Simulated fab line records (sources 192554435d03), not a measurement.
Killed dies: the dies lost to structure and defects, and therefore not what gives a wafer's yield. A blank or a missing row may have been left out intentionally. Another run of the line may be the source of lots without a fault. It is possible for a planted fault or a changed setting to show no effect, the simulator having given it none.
A lot that was struck, set against a sound lot + flow n5-finfet + 41 out of 1938 route steps
Sound: wafers L378.1, L378.3, L378.5. Struck: wafer L386.6 (L386.3, L386.5, from the same lot, were not struck and are left out); the cause is given at the end.
For every step that has rows: the tool of each side, followed by ch and its chambers, followed by its first start. Under that, the readings that differ: sound wafers + struck wafers + difference of the means + sigmas: that difference in standard deviations of wafers without a fault.
alike: same words and numbers on both sides, and readings whose means sit less than 2 such deviations apart. not compared: any withheld reading, any reading some wafer has no value for, any bound like >300 that may hide the same value, and any number with overlapping values for which the record gives no deviation.
The two part at a step that has a row with sigmas, a row that says differs or no value, or rows on one side only. Non-overlapping numbers with no deviation appear without sigmas and do not part them. A reading that every wafer of one side lacks parts them only if that side has two wafers or more.

first, 9 steps without rows for these wafers: N5_BEOL_M4_ANNEAL_95 (time 240 s); N5_BEOL_M4_SPUTTER_96 (material Cu, target thk 4.5 nm, time 8.29 s); N5_BEOL_M4_ECD_50 (material Cu, target thk 300 nm); N5_BEOL_M4_ANNEAL_51 (time 90 s); N5_BEOL_M4_CMP_52 (polishes, stops on SiOC, t overpolish 6.8 s, target thk 40 nm); N5_BEOL_M4_PRE_CLEAN_60 (time 15 s); N5_BEOL_M4_CO_CAP_55 (material Co, precursor CCTBA/H2, target thk 2 nm, time 102.1 s); N5_BEOL_M4_PRE_CLEAN_56 (time 15 s); N5_BEOL_M4_DEP_57 (deposits SiCN from 3MS/NH3, target thk 8 nm, time 14 s).
N5_BEOL_M4_RC_MEAS_101:
  sound on prober-02 ch 0, day 9 01:32; struck on prober-01 ch 0, day 10 19:36
  alike: DIBL_N, DIBL_P, IOFF_N, IOFF_P, ION_N, ION_P, SS_N, SS_P, VT_N, VT_P
then, 24 steps without rows for these wafers: N5_BEOL_M5_ILD_DEP_00 (deposits SiCOH lowk from DEMS/porogen, target thk 140.64 nm, time 25.9 s); N5_BEOL_M5_CURE_79 (cures SiCOH lowk, time 240 s); N5_BEOL_M5_PECVD_70 (deposits SiO2 from TEOS/O2, target thk 16 nm, time 18 s); N5_BEOL_M5_HM_DEP_02 (deposits TiN, target thk 20 nm); N5_BEOL_M5_COAT_59 (time 60 s, resist thk 60 nm); N5_BEOL_M5_COAT_60 (time 60 s, resist thk 12 nm); N5_BEOL_M5_COAT_71 (time 60 s, resist thk 5 nm); N5_BEOL_M5_COAT_05 (resist thk 30 nm); N5_BEOL_M5_EBR_07; N5_BEOL_M5_SOFTBAKE_06 (time 60 s); N5_BEOL_M5_EXPOSE_08 (exposes mask M5, target cd 28 nm); N5_BEOL_M5_PEB_09 (peb time 60 s); N5_BEOL_M5_DEVELOP_10 (develop time 30 s); N5_BEOL_M5_DESCUM_16 (chemistry O2, time 7 s); N5_BEOL_M5_ETCH_72 (etches underlayer in N2/H2, target depth 6.5 nm, time 5.2 s); N5_BEOL_M5_ETCH_61 (etches SiARC in CF4, target depth 15.6 nm, time 26 s); N5_BEOL_M5_ETCH_62 (etches SOC in N2/H2, target depth 75 nm, overetch 15 nm, time 112.5 s); N5_BEOL_M5_STRIP_63 (strips in N2/H2); N5_BEOL_M5_STRIP_73 (strips in N2/H2); N5_BEOL_M5_STRIP_64 (strips in CF4); N5_BEOL_M5_HM_OPEN_17 (chemistry Cl2/BCl3, target TiN, target depth 20 nm, overetch 6 nm); N5_BEOL_M5_STRIP_19 (strips in O2); N5_BEOL_M5_COAT_65 (time 60 s, resist thk 60 nm); N5_BEOL_M5_COAT_66 (time 60 s, resist thk 12 nm).
N5_BEOL_M8_TRENCH_ETCH_37: etches SiCOH lowk in C4F6/O2, target depth 93.478 nm, time 31.2 s.
  sound on rie-diel-03 ch 0,1,2, day 10 16:08; struck on rie-diel-03 ch 0, day 12 07:35
| reading                                    | sound                | struck | difference | sigmas |
|--------------------------------------------|----------------------|--------|------------|--------|
| chamber-pressure-mTorr (mTorr)             | 29.997 30.066 30.042 | 29.979 | -0.056     | -2     |
| run-length-s (s)                           | 54.7 54.5 54.9       | 71.3   | +16.6      | +32    |
| model.BEOL_M8.feature-depth-nm (nm)        | 93.2 92.6 91.6       | 142.4  | +49.9      |        |
| model.etch.depth-nm (nm)                   | 93.27 92.7 91.65     | 142.4  | +49.9      |        |
| model.TiN_of_BEOL_M8_HM_DEP_02.thk-nm (nm) | 17.4 17.8 17.8       | 15.8   | -1.9       |        |
  alike: O2_flow_sccm, drypump-motor-current-A, oes-product-au, rf-vpp-V, showerhead-plenum-p-Torr, throttle-valve-pct
  not compared: rf-hours-counter-h
N5_BEOL_M8_OCD_MEAS_38:
  sound on ocd-01 at day 10 16:18; struck on ocd-01 at day 12 07:44
| reading              | sound          | struck | difference | sigmas |
|----------------------|----------------|--------|------------|--------|
| trench-depth-nm (nm) | 93.9 92.7 92.0 | 142.5  | +49.6      | +28    |
N5_BEOL_M8_CMP_52: polishes, stops on SiCOH lowk, t overpolish 6.9 s, target thk 80 nm.
  sound on cmp-04 ch 0,2,3, day 10 20:56; struck on cmp-03 ch 0, day 12 10:52
| reading                                | sound        | struck | difference | sigmas |
|----------------------------------------|--------------|--------|------------|--------|
| model.Cu_of_BEOL_M8_ECD_50.thk-nm (nm) | 79.6 78.8 77 | 128.2  | +49.7      |        |
  alike: motor-current-A, retaining-ring-pressure-frac
N5_BEOL_M8_THK_MEAS_53: measures by xrf.
  sound on film-metro-01 at day 10 21:09; struck on film-metro-01 at day 12 11:07
| reading     | sound          | struck | difference | sigmas |
|-------------|----------------|--------|------------|--------|
| M8_THK (nm) | 79.5 78.7 76.8 | 127.1  | +48.8      | +20    |
N5_BEOL_M8_RS_MEAS_57: a four-point-probe measurement.
  sound on film-metro-02 at day 10 21:17; struck on film-metro-02 at day 12 11:15
| reading        | sound             | struck | difference | sigmas |
|----------------|-------------------|--------|------------|--------|
| M8_RS (ohm/sq) | 0.287 0.291 0.300 | 0.167  | -0.126     | -14    |
-- here the record skips 2 days between the struck wafers' starts before and after, leaving off in module BEOL_M8 and picking up in module BEOL_M15 (first step shown: number 1830 of the route) --
N5_BEOL_M15_RC_MEAS_101:
  sound on prober-02 ch 0, day 12 22:22; struck on prober-01 ch 0, day 14 15:17
| reading                    | sound             | struck | difference | sigmas |
|----------------------------|-------------------|--------|------------|--------|
| SERP_M10_max_site (ohm/um) | 3.18 2.88 3.06    | 3.24   | +0.20      | +2     |
| SERP_M14 (ohm/um)          | 0.165 0.164 0.160 | 0.153  | -0.010     | -2     |
| SERP_M8 (ohm/um)           | 14.2 14.4 14.5    | 8.2    | -6.2       | -12    |
| SERP_M8_max_site (ohm/um)  | 15.1 14.8 15.0    | 8.9    | -6.1       | -10    |
  alike: COMB_M10, COMB_M11, COMB_M12, COMB_M13, COMB_M14, COMB_M15, COMB_M5, COMB_M6, COMB_M7, COMB_M9, COMB_M9_max_site, SERP_M10, SERP_M11, SERP_M12, SERP_M13, SERP_M5, SERP_M6, SERP_M7, SERP_M9
N5_PASSIVATION_PROBE_49:
  sound on prober-02 at day 13 13:54; struck on prober-01 at day 15 06:20
| reading                  | sound          | struck | difference | sigmas |
|--------------------------|----------------|--------|------------|--------|
| defect-limited-yield (%) | 92.9 91.3 92.6 | 86.9   | -5.4       | -4     |
| killed_at_M4_up          | 16 24 15       | 80     | +62        | +12    |
| killed-at-other          | 4 8 6          | 1      | -5         | -2     |
| killed-dies              | 84 103 87      | 154    | +63        | +3     |
| sort-n-pass              | 1096 1077 1093 | 1026   | -63        | -3     |
| sort-yield-pct (%)       | 92.9 91.3 92.6 | 86.9   | -5.4       | -4     |
  alike: killed_at_M0_to_M3, killed-at-contacts, killed-at-front-end, killed-open, killed-short, sort_bin_4_leakage, sort_bin_5_function, sort_bin_6_memory

## WHERE THEY PART
Earliest at N5_BEOL_M8_TRENCH_ETCH_37; latest, in this record, at N5_PASSIVATION_PROBE_49.

WHY: whatever the simulator had introduced
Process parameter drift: rie-diel-03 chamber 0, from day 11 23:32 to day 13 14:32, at N5_BEOL_M8_TRENCH_ETCH_37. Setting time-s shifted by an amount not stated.
